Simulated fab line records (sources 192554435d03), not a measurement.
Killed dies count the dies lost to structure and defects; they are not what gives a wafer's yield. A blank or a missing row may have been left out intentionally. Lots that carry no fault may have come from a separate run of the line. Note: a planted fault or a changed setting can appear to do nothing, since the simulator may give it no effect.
Chamber matching | flow n5Finfet | aldMetal-04 running N5_BEOL_M8_ALD_77: 4 sister chambers
The step deposits TaN, target thk 2 nm, pulse time 2 s, purge time 3 s. 14 wafers are shown with their chamber, then 7 later ones without.

WAFERS, EACH WITH ITS CHAMBER
wafer  | chamber | heaterPowerW (W) | precursorVesselTempC (C) | precursorVesselPressureTorr (Torr)
L076.1 | 3       | 351              | 75.03                    | 26.26
L076.4 | 2       | 348              | 74.82                    | 26.23
L076.6 | 2       | 345              | 75.08                    | 26.17
L080.3 | 1       | 452              | 74.89                    | 26.27
L080.4 | 0       | 449              | 75.14                    | 26.24
L080.5 | 1       | 444              | 75.04                    | 26.19
L084.1 | 2       | 348              | 75.28                    | 26.28
L084.3 | 3       | 344              | 74.90                    | 26.22
L084.4 | 1       | 456              | 75.00                    | 26.23
L085.1 | 1       | 465              | 74.98                    | 26.34
L085.4 | 2       | 341              | 74.79                    | 26.24
L085.6 | 1       | 464              | 75.02                    | 26.27
L091.2 | 0       | 435              | 75.01                    | 26.20
L091.3 | 2       | 351              | 74.87                    | 26.32

SIGNATURES (averages over the wafers above)
reading                     | chamber 0 | chamber 1 | chamber 2 | chamber 3 | scatter within a chamber
heaterPowerW                | 442.00    | 456.20    | 346.60    | 347.50    | 6.96
precursorVesselTempC        | 75.0750   | 74.9860   | 74.9680   | 74.9650   | 0.143
precursorVesselPressureTorr | 26.2200   | 26.2600   | 26.2480   | 26.2400   | 0.0517
Rule: a wafer lies at a distance from a chamber equal to the root of the sum of squares, over the readings, of (its reading less the chamber's mean, divided by the reading's scatter). The wafer belongs to the nearest chamber; if the next one is less than 2 further off, it can't be placed. The scatter: take each reading less its chamber's mean, square it, sum over the shown wafers, divide by the number of wafers less the number of chambers, and take the root.

WAFERS WITH NO CHAMBER GIVEN
wafer  | heaterPowerW (W) | precursorVesselTempC (C) | precursorVesselPressureTorr (Torr)
L091.6 | 455              | 74.85                    | 26.30
L094.2 | 346              | 75.16                    | 26.29
L094.3 | 443              | 75.11                    | 26.26
L094.5 | 438              | 75.05                    | 26.27
L095.1 | 356              | 75.01                    | 26.31
L095.3 | 342              | 75.01                    | 26.27
L095.4 | 436              | 75.14                    | 26.21

EACH ONE'S CHAMBER
wafer  | from the rows above     | in truth
L091.6 | can't be placed: 1 or 0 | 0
L094.2 | can't be placed: 2 or 3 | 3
L094.3 | can't be placed: 0 or 1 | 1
L094.5 | can't be placed: 0 or 1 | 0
L095.1 | can't be placed: 2 or 3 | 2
L095.3 | can't be placed: 2 or 3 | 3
L095.4 | 0                       | 0
Placed correctly: 1 of 7. Can't be placed from these rows: 6 (the true chamber is among the candidates in 6). 0 placed wrongly.
